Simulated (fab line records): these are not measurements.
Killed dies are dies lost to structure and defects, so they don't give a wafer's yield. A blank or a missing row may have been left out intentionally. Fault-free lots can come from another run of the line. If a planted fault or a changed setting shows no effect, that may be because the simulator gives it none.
Chamber matching | flow n5 finfet | pecvd-01 running N5_BEOL_M7_DEP_56: 3 sister chambers
The step deposits SiCN from 3MS/NH3, target thk 10 nm, time 17.5 s. 3 wafers are shown with their chamber, then 7 later ones without.

## WAFERS PAIRED WITH THEIR CHAMBERS
wafer  | chamber | throttle valve pct (%)
L083.2 | 0       | 8.7
L090.3 | 1       | 10.2
L090.4 | 2       | 8.1

## WAFERS WITHOUT THEIR CHAMBER
wafer  | throttle valve pct (%)
L090.5 | 8.8
L092.1 | 8.3
L092.2 | 10.0
L092.6 | 9.9
L094.1 | 8.6
L094.2 | 8.5
L094.5 | 8.4

## CHAMBER TAKEN BY EACH
wafer  | from the rows above     | in truth
L090.5 | 0                       | 0
L092.1 | can't be placed: 2 or 0 | 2
L092.2 | 1                       | 1
L092.6 | 1                       | 1
L094.1 | can't be placed: 0 or 2 | 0
L094.2 | can't be placed: 0 or 2 | 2
L094.5 | can't be placed: 0 or 2 | 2
Correctly placed: 3 of 7. Unplaceable from these rows: 4, with the true chamber sitting among the candidates in 4. 0 placed wrongly.
How it was worked out, from the rows above alone: a wafer's distance from a chamber is the root of the sum, over the readings, of the square of ((its reading less the chamber's mean) divided by the reading's scatter). The wafer belongs to the nearest chamber; if the next one is less than 2 further off, it can't be placed. A chamber's mean is the mean of its shown wafers. The scatter: root of mean squared gap, hidden wafer to nearest shown wafer, with one shown wafer a chamber.
